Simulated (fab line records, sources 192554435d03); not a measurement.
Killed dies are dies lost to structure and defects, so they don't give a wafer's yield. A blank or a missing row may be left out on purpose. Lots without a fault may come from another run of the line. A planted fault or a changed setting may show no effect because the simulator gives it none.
One fault seen from 2 desks | flow n5_finfet | each desk has only its own numbers; what lay behind them comes last

THE TOOL OWNER'S DESK: rie_si-06
The tool's own readings at N5_FIN_CUT_CUT_ETCH_28 (etches Si in HBr/Cl2/O2, target depth 6 nm, time 2.4 s): means of the sampled wafers that have a number, for each lot that ran on this tool. A lot is out of limits, marked OUT, if its mean lies more than 4 standard deviations from the usual mean; the brackets give that distance.
Columns: A = drypump_motor_current_A at N5_FIN_CUT_CUT_ETCH_28, usual 6.0 A; B = oes_product_au at N5_FIN_CUT_CUT_ETCH_28, usual 1.007 a.u.; C = throttle_valve_pct at N5_FIN_CUT_CUT_ETCH_28, usual 37.3 %
lot  | first seen here | A   | B     | C
L900 | day 3 17:02     | 5.8 | 1.006 | 37.0
L901 | day 3 21:07     | 6.2 | 1.002 | 36.9
L903 | day 4 10:23     | 6.1 | 1.001 | 36.9
L904 | day 4 16:37     | 5.9 | 1.004 | 37.0
L914 | day 7 04:13     | 5.3 | 1.013 | 36.9
L917 | day 8 02:08     | 5.6 | 1.014 | 36.7
This desk's finding: nothing out of limits on any of the 6 lots.

THE DEFECT DESK
What the inspections along the route counted, lot by lot: means of the sampled wafers that have a number. A lot is out of limits, marked OUT, if its mean lies more than 4 standard deviations from the usual mean; the brackets give that distance.
Columns: A = raw_defect_count at N5_FIN_CUT_INSPECT_17, usual 225
lot  | first seen here | A
L894 | day 2 04:07     | 275
L896 | day 2 16:44     | 304
L900 | day 3 17:16     | 270
L901 | day 3 21:20     | 156
L902 | day 4 04:27     | 247
L903 | day 4 10:37     | 1411 (+20) OUT
L904 | day 4 16:55     | 1375 (+20) OUT
L912 | day 6 17:06     | 290
L913 | day 6 21:26     | 258
L914 | day 7 04:26     | 207
L915 | day 7 10:04     | 201
L917 | day 8 02:21     | 218
This desk's finding: out of limits on L903, L904; first on L903, day 4 10:37 (raw_defect_count at N5_FIN_CUT_INSPECT_17). In limits: L894, L896, L900, L901, L902, L912, L913, L914, L915, L917.

PUT TOGETHER
The defect desk could have raised an alarm at day 4 10:37, on L903, L904.
The tool owner's desk saw nothing out of limits.
The tool owner's desk has L903, L904 on record, within its limits.
Of the lots named, all ran N5_FIN_CUT_CUT_ETCH_28 on rie_si-06.

WHAT THE SIMULATOR HAD PUT IN
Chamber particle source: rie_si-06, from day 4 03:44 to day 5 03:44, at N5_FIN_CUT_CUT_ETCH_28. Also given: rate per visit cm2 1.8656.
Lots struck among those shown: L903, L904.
Hours from the fault's start to each desk's first reading out of limits: the defect desk, 7.
